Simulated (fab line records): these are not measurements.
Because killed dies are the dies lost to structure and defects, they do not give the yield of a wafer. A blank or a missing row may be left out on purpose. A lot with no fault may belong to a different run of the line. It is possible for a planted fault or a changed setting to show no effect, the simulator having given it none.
Matching of chambers	flow n5 finfet	4 sister chambers for N5_PMOS_HMC_CHANNEL_EPI_STRIP_33 on rie diel-03
The step strips in N2/H2. 4 wafers are shown with their chamber, then 7 later ones without.

WAFERS WITH THEIR CHAMBER
wafer	chamber	showerhead plenum p Torr (Torr)
L717.1	3	3.17
L722.4	2	3.41
L724.1	1	3.35
L724.5	0	3.43

WAFERS MISSING THEIR CHAMBER
wafer	showerhead plenum p Torr (Torr)
L724.6	3.41
L731.3	3.42
L731.4	3.34
L731.6	3.34
L738.2	3.41
L738.3	3.39
L738.6	3.56

THE CHAMBER EACH PASSED THROUGH
wafer	from the rows above	in truth
L724.6	can't be placed: 2 or 0 or 1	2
L731.3	can't be placed: 2 or 0 or 1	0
L731.4	can't be placed: 1 or 2 or 0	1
L731.6	can't be placed: 1 or 2 or 0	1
L738.2	can't be placed: 2 or 0 or 1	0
L738.3	can't be placed: 2 or 0 or 1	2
L738.6	can't be placed: 0 or 2 or 1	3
0 of 7 placed correctly. These rows do not allow placing 7 (true chamber among the candidates in 6). Number placed wrongly: 0.
How it was worked out, from the rows above alone: a wafer's distance from a chamber is the root of the sum, over the readings, of the square of ((its reading less the chamber's mean) divided by the reading's scatter). If the next closest chamber is less than 2 further off than the closest, the wafer can't be placed; otherwise it belongs to the closest. For every chamber, the mean is computed from those of its wafers that are shown. The scatter (one wafer shown for each chamber): square how far every hidden wafer sits from the nearest shown wafer, average those squares and take the square root.
